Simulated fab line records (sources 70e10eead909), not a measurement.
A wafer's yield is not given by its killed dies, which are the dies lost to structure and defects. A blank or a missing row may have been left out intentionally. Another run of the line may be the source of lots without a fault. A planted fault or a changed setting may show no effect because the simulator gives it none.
The tool behind it: which one? -- flow nand_harc -- Sampling: 13 lots, 38 wafers, 2 of 1302 route steps

== WHAT THE GAUGES READ, wafer by wafer ==
NHARC_A_SIN_REMOVE_INSPECT_04. Usual: raw_defect_count reads 401 (standard deviation 110).
lot,measured,on,raw_defect_count,flag
L176,day 21 06:36,defect_inspect-01,352 766 721,
L173,day 21 10:06,defect_inspect-01,307 371 390,
L174,day 21 14:50,defect_inspect-01,334 310 381,
L175,day 21 22:19,defect_inspect-01,641 550 472,
L179,day 22 17:28,defect_inspect-02,393 375 353,
L180,day 22 20:54,defect_inspect-01,359 554 481,
L186,day 25 15:40,defect_inspect-02,337 352,
L191,day 28 06:59,defect_inspect-01,566 454 547,
L190,day 28 06:59,defect_inspect-02,340 256 367,
L193,day 28 11:16,defect_inspect-02,372 324 408,
L192,day 28 11:17,defect_inspect-01,258 368 283,
L194,day 29 15:48,defect_inspect-02,352 286 263,
L195,day 30 09:20,defect_inspect-01,456 396 468,

== WHICH TOOL RAN EACH LOT (tool, then ch and the chambers of the sampled wafers, then the start) ==
lot,NHARC_A_SLIT_ETCH_24
L176,"rie_diel-12 ch 0,1, day 20 17:44"
L173,"rie_diel-06 ch 0,1,2, day 20 18:20"
L174,"rie_diel-06 ch 1,2, day 20 23:49"
L175,"rie_diel-12 ch 2,3, day 21 05:35"
L179,"rie_diel-06 ch 0,1,2, day 22 04:36"
L180,"rie_diel-12 ch 0,1, day 22 04:44"
L186,"rie_diel-12 ch 1,2, day 25 02:46"
L191,"rie_diel-12 ch 0,1,2, day 27 18:05"
L190,"rie_diel-06 ch 1,2,3, day 27 18:14"
L193,"rie_diel-06 ch 1,2,3, day 27 22:21"
L192,"rie_diel-12 ch 0,1,3, day 27 22:31"
L194,"rie_diel-05 ch 1,2,3, day 29 02:55"
L195,"rie_diel-06 ch 0,2,3, day 29 17:30"
- NHARC_A_SLIT_ETCH_24: etches the open film in CF4/CHF3, target depth 121 nm, time 60.5 s.

== AS READ BY THE TOOLS THEMSELVES (means over the sampled wafers that have a number; for cases with no such wafer, the mark the record gives instead) ==
NHARC_A_SLIT_ETCH_24. Usual: drypump_motor_current_A 5.8 A, standard deviation 0.38; oes_product_au 0.968 a.u., standard deviation 0.016; rf_vpp_V 371.0 V, standard deviation 2.5; showerhead_plenum_p_Torr 1.58 Torr, standard deviation 0.068; throttle_valve_pct 16.802 %, standard deviation 0.0085.
lot,tool,drypump_motor_current_A (A),oes_product_au (a.u.),rf_vpp_V (V),showerhead_plenum_p_Torr (Torr),throttle_valve_pct (%),flag
L176,rie_diel-12,5.8,0.963,372.4,1.63,16.801,
L173,rie_diel-06,5.4,0.976,370.7,1.55,16.797,
L174,rie_diel-06,5.4,0.969,368.4,1.51,16.795,
L175,rie_diel-12,6.1,0.969,369.5,1.54,16.802,
L179,rie_diel-06,5.4,0.973,370.0,1.55,16.799,
L180,rie_diel-12,5.9,0.955,372.3,1.64,16.801,
L186,rie_diel-12,5.8,0.934,368.0,1.54,16.806,
L191,rie_diel-12,5.9,0.966,370.5,1.58,16.792,
L190,rie_diel-06,5.4,0.942,370.0,1.57,16.800,
L193,rie_diel-06,5.4,0.977,370.6,1.57,16.799,
L192,rie_diel-12,6.1,0.975,373.3,1.64,16.804,
L194,rie_diel-05,6.0,0.970,371.3,1.59,16.801,
L195,rie_diel-06,5.6,0.974,370.8,1.57,16.800,

== THE ANSWER, worked out from the rows above alone ==
Rule: take the mean of a lot's wafers that have a number; if it is more than 3 standard deviations from the usual mean, the lot is off. A lot without any number at a reading at which 4 lots or more have one is off too. Where the step has rows for the other lots, those lots are counted as sound. First the gauges in route order, then the tools' own readings, where a lot's mean is used as printed above. At the first step where some lot is off, the reading lying furthest off is the one used; lots without a number count as furthest.
No lot is off at any reading shown: from this, nothing can be told.

== WHAT WAS PUT IN BY THE SIMULATOR ==
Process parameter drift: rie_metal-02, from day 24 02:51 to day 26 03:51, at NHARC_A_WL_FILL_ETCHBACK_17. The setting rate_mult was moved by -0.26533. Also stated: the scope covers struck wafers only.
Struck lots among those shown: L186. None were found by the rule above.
